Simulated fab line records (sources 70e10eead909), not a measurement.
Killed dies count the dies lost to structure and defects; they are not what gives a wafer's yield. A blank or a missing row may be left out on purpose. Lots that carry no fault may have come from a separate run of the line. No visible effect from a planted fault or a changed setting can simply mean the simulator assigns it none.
Matching of chambers + flow nandHarc + NHARC_THIN_TSV_ETCHBACK_48 on rieDiel-12 has 4 sister chambers
The step etches the open film in C4F8/Ar, target depth 1028.5 nm, time 405.17 s. 4 wafers are shown with their chamber, then 7 later ones without.

== EACH WAFER AND ITS CHAMBER ==
| wafer  | chamber | rfVppV (V) |
|--------|---------|------------|
| L440.4 | 1       | 545        |
| L444.1 | 3       | 542        |
| L444.2 | 0       | 549        |
| L449.5 | 2       | 548        |

== WAFERS WHOSE CHAMBER IS MISSING ==
| wafer  | rfVppV (V) |
|--------|------------|
| L449.6 | 540        |
| L450.2 | 550        |
| L450.3 | 546        |
| L450.4 | 549        |
| L453.2 | 549        |
| L453.4 | 546        |
| L453.6 | 551        |

== EACH ONE'S CHAMBER ==
| wafer  | from the rows above          | in truth |
|--------|------------------------------|----------|
| L449.6 | 3                            | 3        |
| L450.2 | can't be placed: 0 or 2      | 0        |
| L450.3 | can't be placed: 1 or 2 or 0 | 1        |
| L450.4 | can't be placed: 0 or 2      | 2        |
| L453.2 | can't be placed: 0 or 2      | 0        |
| L453.4 | can't be placed: 1 or 2 or 0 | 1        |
| L453.6 | can't be placed: 0 or 2      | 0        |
Correct placement for 1 of the 7. Unplaceable from these rows: 6, with the true chamber sitting among the candidates in 6. 0 placed wrongly.
How it was worked out, from the rows above alone: a wafer's distance from a chamber is the root of the sum, over the readings, of the square of ((its reading less the chamber's mean) divided by the reading's scatter). If the next closest chamber is less than 2 further off than the closest, the wafer can't be placed; otherwise it belongs to the closest. For every chamber, the mean is computed from those of its wafers that are shown. The scatter (one wafer shown for each chamber): square how far every hidden wafer sits from the nearest shown wafer, average those squares and take the square root.
